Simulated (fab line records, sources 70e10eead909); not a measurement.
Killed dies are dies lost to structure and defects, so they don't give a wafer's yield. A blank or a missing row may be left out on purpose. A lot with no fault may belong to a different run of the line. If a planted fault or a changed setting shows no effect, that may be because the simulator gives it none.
A struck lot beside a sound one -- flow nand-harc -- 15 steps out of a route of 1302
Sound: wafers L102.3, L102.4, L102.5. Wafers struck: L112.1, L112.3, L112.4. Last of all comes the cause.
At each step with rows: each side's tool, then ch and its chambers, then its first start. Under that, the readings that differ: sound wafers -- struck wafers -- difference of the means -- sigmas: that difference in standard deviations of wafers without a fault.
alike: words and numbers the same on both sides, and readings whose means are apart by under 2 such deviations; not compared: readings that were withheld, readings missing a value for some wafer, numbers with overlapping values and no deviation given by the record, and bounds like >300 which may hide the same value.
A row with sigmas, a row that says differs or no value, or rows on one side alone: a step with any of these is where the two part. Numbers that have no deviation but don't overlap get no sigmas and don't part them. A reading that every wafer of one side lacks parts them only if that side has two wafers or more.

first, 7 steps without rows for these wafers: NHARC_P_GATE_HMDS_04 (time 30 s); NHARC_P_GATE_COAT_05; NHARC_P_GATE_SOFTBAKE_06 (time 95 s); NHARC_P_GATE_EBR_07; NHARC_P_GATE_EXPOSE_08 (exposes mask P HV); NHARC_P_GATE_PEB_09 (peb time 85 s); NHARC_P_GATE_DEVELOP_10 (time 70 s).
NHARC_P_GATE_CD_MEAS_11 targets a cd of 1640 nm.
  sound on cd-sem-02 ch 0, day 4 19:03; struck on cd-sem-02 ch 0, day 9 04:29
  alike: cd-nm
then, 1 step without rows for these wafers: NHARC_P_GATE_HARDBAKE_12 (time 80 s).
NHARC_P_GATE_DESCUM_13: chemistry O2, time 3 s.
  sound on rie-diel-02 ch 0,2,3, day 4 19:14; struck on rie-diel-04 ch 0,1,3, day 9 04:38
  alike: drypump-motor-current-A, oes-product-au, rf-vpp-V, showerhead-plenum-p-Torr, throttle-valve-pct
  not compared: rf-hours-counter-h
then, 2 steps without rows for these wafers: NHARC_P_GATE_ETCH_14 (etches SiO2 in dHF, target depth 48.8 nm); NHARC_P_GATE_STRIP_15 (strips in SPM, time 780 s).
NHARC_P_GATE_PRECLEAN_71: cleans in SC1.
  sound on wet-bench-09 ch 2,3,4, day 4 19:26; struck on wet-bench-09 ch 4,5,7, day 9 04:52
  alike: bath-heat-duty-pct
  not compared: run-length-s
following that, these wafers have no rows for 1 step: NHARC_P_GATE_SRD_72.
-- the record jumps here: 20 days lie between the struck wafers' starts before and after (it left off in module P_GATE and takes up again in module END, whose first step shown is number 1302 of the route) --
NHARC_END_SORT_01:
  sound on prober-02 ch 0, day 25 05:41; struck on prober-02 ch 0, day 29 02:30
  alike: killed-at-array, killed-at-other, killed-at-periphery, killed-dies, killed-open, killed-short

== WHERE THEY PART ==
Nowhere in this record.

WHY: whatever the simulator had introduced
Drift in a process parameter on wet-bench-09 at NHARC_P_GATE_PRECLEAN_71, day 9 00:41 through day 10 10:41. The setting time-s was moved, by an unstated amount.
